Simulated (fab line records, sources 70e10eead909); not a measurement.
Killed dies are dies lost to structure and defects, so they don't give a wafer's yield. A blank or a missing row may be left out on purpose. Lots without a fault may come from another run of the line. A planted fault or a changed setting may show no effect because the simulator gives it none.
fab line records | flow nand_harc
record lots=7 wafers=21 last_day=24
route steps=1159 shown A_WL_FILL@828 A_CONTACT@840
lots that met no fault: from a run of the same line without faults
start_h: hours from the record's first day to the start of the lot's first wafer shown | wait_h: hours since the lot's step before | " the same as in the row above | L1.1+2: a row that stands for several wafers | - no value, or no start given | * or withheld: withheld | < > ~ a bound
route shown NAME@n: a module of which the file shows steps, and the number in the route of the first | usual: mean/standard deviation of fault-free wafers | same: alike in all rows | chamber/n: place in a boat | sites: the reading at each site | _std_site: their standard deviation | _edge_site: outer sites' mean less inner sites' | radius_mm: how far each site lies from the wafer's centre | mask NAME#n: copy n | behind: the tool/chamber that last shaped the wafer | hold: why the lot was held/for how many hours/how that ended | device: the transistor (n, p or np) that didn't switch | end of line: the same wafers' tests at the end of the route | a step without rows: its recipe alone | killed: dies lost to structure and defects at the first sort, not the wafer's yield | map: a wafer's dies, x killed, . not, _ none there
set.NAME: the setting as run; set.NAME@STEP: as run at that earlier step | model.NAME: the simulator's own value behind a step, which no gauge read
lots at some steps of the route; a table a step, a row a wafer
services: from which hour (start_h, from the record's first day; less than 0 if before it) a tool's chamber was out of use, for how many hours, and why
## steps
# step NHARC_A_WL_FILL_CVD_23
# recipe target_thk_a=400 temp_c=620 pressure_mtorr=200 time_s=800 material=poly-Si
# step NHARC_A_WL_FILL_ETCHBACK_26
# recipe target_depth_a=520 time_s=13.3 hbr_flow_sccm=150 rf_w=350 icp_w=350 bias_w=60 chemistry=HBr
# usual drypump_motor_current_A=5.8/0.48 oes_product_au=1.000/0.01 rf_fwd_power_W=342.7/1.8 throttle_valve_pct=23.265/0.0094
# columns lot.wafer tool chamber start_h wait_h drypump_motor_current_A oes_product_au rf_fwd_power_W rf_hours_counter_h throttle_valve_pct
L543.4 rie_si-05 0 366.77 0.4 6.1 0.985 344.8 1.2 23.273
L543.2 " 2 " " 5.3 1.002 342.2 0.8 23.256
L543.5 " 0 " " 6.2 0.986 345.7 - 23.264
L549.2 rie_si-06 2 400.69 0.4 5.8 1.007 342.0 0.2 23.265
L549.6 " 1 " " 4.9 1.006 343.5 - 23.274
L549.5 " 2 " " 5.8 1.000 342.5 - 23.255
L552.1 rie_si-06 3 433.55 0.4 5.9 0.989 345.1 0.3 23.252
L552.2 " 1 " " 4.9 1.003 341.5 0.4 23.262
L552.5 " 3 " " 5.9 0.985 342.5 - 23.254
L551.2 rie_si-01 3 433.55 0.4 6.3 1.016 344.2 0.9 23.273
L551.6 " 2 " " 6.1 1.004 342.0 - 23.276
L551.5 " 3 " " 6.3 1.022 342.1 - 23.273
L553.1 rie_si-05 3 433.56 0.4 5.8 0.996 342.1 0.1 23.270
L553.2 " 0 " " 6.2 1.003 346.8 0.1 23.277
L553.3 " 2 " " 5.3 0.987 342.0 0.1 23.244
L554.3 rie_si-06 1 446.93 0.4 4.9 0.990 341.6 0.5 23.259
L554.5 " 1 " " 4.9 1.006 339.4 - 23.269
L554.6 " 0 " " 5.5 0.995 340.5 - 23.266
L561.3 rie_si-01 3 477.22 0.4 6.2 1.004 341.7 1.2 23.256
L561.5 " 2 " " 6.1 1.011 343.6 - 23.258
L561.6 " 3 " " 6.3 1.008 342.7 - 23.259
# step NHARC_A_WL_FILL_PRECLEAN_30
# recipe time_s=10 chemistry=dHF
# step NHARC_A_WL_FILL_SRD_14
# step NHARC_A_WL_FILL_ALD_19
# recipe target_thk_a=20 pulse_time_s=3 ald_cycles=100 temp_c=450 material=TiN
# usual heater_power_w=1126/120 precursor_pulse_height_rel=0.999/0.018
# columns lot.wafer tool chamber start_h wait_h heater_power_w precursor_pulse_height_rel
L543.4 ald_metal-01 0 367.04 0.1 1120 1.010
L543.2 " 3 " " 984 0.982
L543.5 " 0 " " 1118 0.989
L549.2 ald_metal-02 3 401.00 0.2 1043 1.009
L549.5 " 0 " " 1138 1.017
L549.6 " 1 " " 1240 1.038
L552.2 ald_metal-02 3 433.82 0.1 1050 0.985
L552.1 " 1 " " 1236 1.010
L552.5 " 3 " " 1016 1.013
L553.2 ald_metal-04 1 433.83 0.1 1105 1.010
L553.3 " 3 " " 991 0.989
L553.1 " 0 " " 996 1.027
L551.2 ald_metal-01 1 433.89 0.2 1136 0.990
L551.6 " 2 " " 1107 1.008
L551.5 " 3 " " 994 1.002
L554.3 ald_metal-01 1 447.25 0.1 1128 0.986
L554.6 " 0 " " 1130 0.991
L554.5 " 1 " " 1134 0.999
L561.3 ald_metal-01 0 477.52 0.1 1197 0.996
L561.6 " 3 " " 967 1.002
L561.5 " 0 " " 1113 0.972
# step NHARC_A_WL_FILL_CVD_20
# recipe target_thk_a=750 temp_c=300 pressure_torr=40 wf6_flow_sccm=40 h2_flow_sccm=1600 ar_flow_sccm=1560 time_s=5064 material=W
# usual chamber_pressure_Torr=40.01/0.083 heater_power_w=457/29 throttle_valve_pct=8.01/0.25
# columns lot.wafer tool chamber start_h wait_h chamber_pressure_Torr heater_power_w throttle_valve_pct
L543.2 cvd_w-01 1 - - 39.97 453 8.03
L543.4 " 0 " " 40.03 503 8.19
L543.5 " 1 " " 40.01 456 8.08
L549.2 cvd_w-01 1 - - 39.98 438 7.81
L549.5 " 0 " " 39.96 504 8.15
L549.6 " 1 " " 40.11 441 7.92
L552.2 cvd_w-02 1 - - 40.02 422 7.96
L552.1 " 0 " " 39.97 445 7.68
L552.5 " 0 " " 39.93 446 7.79
L553.2 cvd_w-01 1 - - 39.99 450 8.04
L553.1 " 0 " " 40.02 492 8.39
L553.3 " 0 " " 40.07 493 8.16
L551.2 cvd_w-02 0 - - 40.20 440 7.84
L551.5 " 0 " " 40.15 447 7.56
L551.6 " 1 " " 40.04 434 8.10
L554.3 cvd_w-02 0 - - 40.10 442 7.79
L554.5 " 0 " " 40.14 454 7.52
L554.6 " 1 " " 40.11 430 8.13
L561.3 cvd_w-02 0 - - 40.10 457 7.83
L561.6 " 0 " " 39.95 457 7.88
L561.5 " 1 " " 39.92 423 8.26
# step NHARC_A_WL_FILL_CMP_12
# recipe t_overpolish_s=30 target_thk_nm=75
# usual motor_current_A=11.6/1.2 overpolish_run_s=30.000/0.0081 time_to_endpoint_s=15.8/2.1
# same t_overpolish_s=30
# columns lot.wafer tool chamber start_h wait_h motor_current_A overpolish_run_s time_to_endpoint_s
L543.4 cmp-03 3 372.24 2.2 11.3 29.991 16.0
L543.2 " 1 " " 12.2 30.008 15.0
L543.5 " 2 " " 12.0 29.998 14.6
L549.2 cmp-03 3 406.26 3.7 11.4 29.985 20.2
L549.6 " 1 " " 12.3 30.002 14.9
L549.5 " 2 " " 11.7 30.006 14.7
L552.2 cmp-02 2 438.98 4.3 11.7 30.016 15.4
L552.1 " 3 " " 9.9 29.998 14.1
L552.5 " 3 " " 10.1 29.999 14.5
L553.3 cmp-03 2 439.14 2.1 12.4 29.999 12.8
L553.1 " 0 " " 9.1 30.003 17.4
L553.2 " 1 " " 11.6 29.983 13.1
L551.2 cmp-03 2 443.44 4.5 11.7 29.997 17.8
L551.6 " 3 " " 11.2 30.010 20.3
L551.5 " 0 " " 9.5 30.013 17.5
L554.3 cmp-02 3 452.51 2.9 9.9 30.000 14.4
L554.6 " 3 " " 10.4 29.998 16.9
L554.5 " 0 " " 11.6 29.998 17.0
L561.3 cmp-04 2 495.71 2.9 12.5 29.994 14.7
L561.6 " 1 " " 11.1 30.000 16.9
L561.5 " 2 " " 12.4 30.011 12.1
# step NHARC_A_WL_FILL_SRD_31
# step NHARC_A_WL_FILL_INSPECT_15
# usual raw_defect_count=383/110
# columns lot.wafer tool chamber start_h wait_h raw_defect_count
L543.2 defect_inspect-02 - 372.68 0.0 391
L543.4 " - " " 382
L543.5 " - " " 543
L549.2 defect_inspect-01 - 406.68 0.0 276
L549.5 " - " " 273
L549.6 " - " " 475
L552.1 defect_inspect-02 - 439.45 0.0 438
L552.2 " - " " 410
L552.5 " - " " 648
L553.1 defect_inspect-01 - 439.63 0.0 326
L553.2 " - " " 281
L553.3 " - " " 326
L551.2 defect_inspect-02 - 443.85 0.0 306
L551.5 " - " " 470
L551.6 " - " " 315
L554.3 defect_inspect-01 - 452.98 0.0 243
L554.5 " - " " 322
L554.6 " - " " 281
L561.3 defect_inspect-02 - 496.18 0.0 404
L561.5 " - " " 471
L561.6 " - " " 776
# step NHARC_A_CONTACT_DEP_24
# recipe target_thk_a=5000 temp_c=400 pressure_torr=6.5 rf_w=900 teos_flow_sccm=161.4 flow_sccm=2650 target_thk_nm=500 gas=O2 material=SiO2
# usual chamber_pressure_Torr=6.499/0.015 heater_power_w=630/90 mfc_precursor_sccm=161.4/0.46 rf_fwd_power_W=898.3/2.4 throttle_valve_pct=16.3/0.36
# columns lot.wafer tool chamber start_h wait_h chamber_pressure_Torr heater_power_w mfc_precursor_sccm rf_fwd_power_W throttle_valve_pct
L543.2 pecvd-03 0 372.87 0.2 6.474 559 161.7 896.0 16.7
L543.5 " 2 " " 6.492 623 162.2 897.8 16.4
L543.4 " 0 " " 6.495 570 161.3 899.6 16.3
L549.2 pecvd-02 1 406.81 0.1 6.515 636 161.1 899.0 15.8
L549.6 " 0 " " 6.541 802 161.9 899.2 15.8
L549.5 " 1 " " 6.500 640 161.3 899.6 16.2
L552.2 pecvd-03 2 439.51 0.1 6.509 612 161.7 893.1 16.2
L552.1 " 0 " " 6.502 520 160.7 898.8 16.7
L552.5 " 2 " " 6.495 664 160.6 893.6 15.9
L553.3 pecvd-02 0 439.86 0.2 6.482 857 164.9 898.8 15.7
L553.2 " 1 " " 6.510 558 161.0 898.6 16.0
L553.1 " 2 " " 6.492 538 160.8 898.9 16.7
L551.2 pecvd-02 1 443.92 0.1 6.513 655 161.3 901.3 16.0
L551.5 " 2 " " 6.526 499 161.9 900.7 16.8
L551.6 " 0 " " 6.481 838 165.7 900.1 15.9
L554.3 pecvd-02 0 453.23 0.3 6.491 842 166.3 899.4 16.0
L554.6 " 0 " " 6.466 852 165.7 894.2 15.9
L554.5 " 1 " " 6.481 608 161.1 897.7 16.2
L561.3 pecvd-03 1 496.24 0.1 6.513 562 161.0 893.8 16.0
L561.5 " 1 " " 6.483 586 161.3 897.2 16.0
L561.6 " 2 " " 6.508 621 162.0 900.4 16.2
## services
# columns tool chamber start_h hours kind
cmp-02 - 345.85 1.3 repair
cmp-02 - 350.80 1.6 repair
cmp-03 - 352.00 4.0 pm
rie_si-06 - 360.00 9.0 pm
ald_metal-02 - 364.01 10.0 pm
rie_si-05 1 372.88 5.2 repair
cvd_w-02 - 379.65 13.0 pm
rie_si-06 3 392.61 3.0 repair
cmp-02 - 397.79 1.1 repair
rie_si-06 0 404.86 10.7 repair
rie_si-01 - 412.64 3.7 repair
rie_si-05 - 416.06 9.0 pm
cmp-02 - 422.66 4.0 pm
rie_si-06 3 426.53 1.5 repair
rie_si-06 2 444.97 18.6 repair
cmp-02 - 445.32 2.6 repair
pecvd-02 2 447.01 11.5 repair
cmp-03 - 450.00 4.0 pm
rie_si-01 3 452.75 2.0 repair
pecvd-03 - 473.29 13.0 pm
cvd_w-01 - 474.02 13.0 pm
rie_si-01 - 481.00 9.0 pm
cvd_w-02 - 482.44 0.6 repair
rie_si-06 2 485.39 2.6 repair
## key
first_sign step=NHARC_A_CONTACT_DEP_24 reading=mfc_precursor_sccm direction=up sigmas=9.2 usual=161.4 struck=165.6
effect none on later readings
met_at NHARC_A_CONTACT_DEP_24
struck_wafers L551.6,L553.3,L554.3,L554.6
tester_left_out L551,L553,L554
onset_between 406.81 439.86
fault kind=process_parameter_drift tool=pecvd-02 chamber=0 onset_h=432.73 steps=NHARC_A_CONTACT_DEP_24 channel=teos_flow_sccm offset=* shape=step end_h=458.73 acts_in=* stated=*
# tester_left_out: of these lots the tester's yield and bins aren't shown, on N5 and GAA mostly nor the transistor test; their killed dies are dies lost to structure and defects alone, not to doping, threshold or leakage, so they don't give the yield
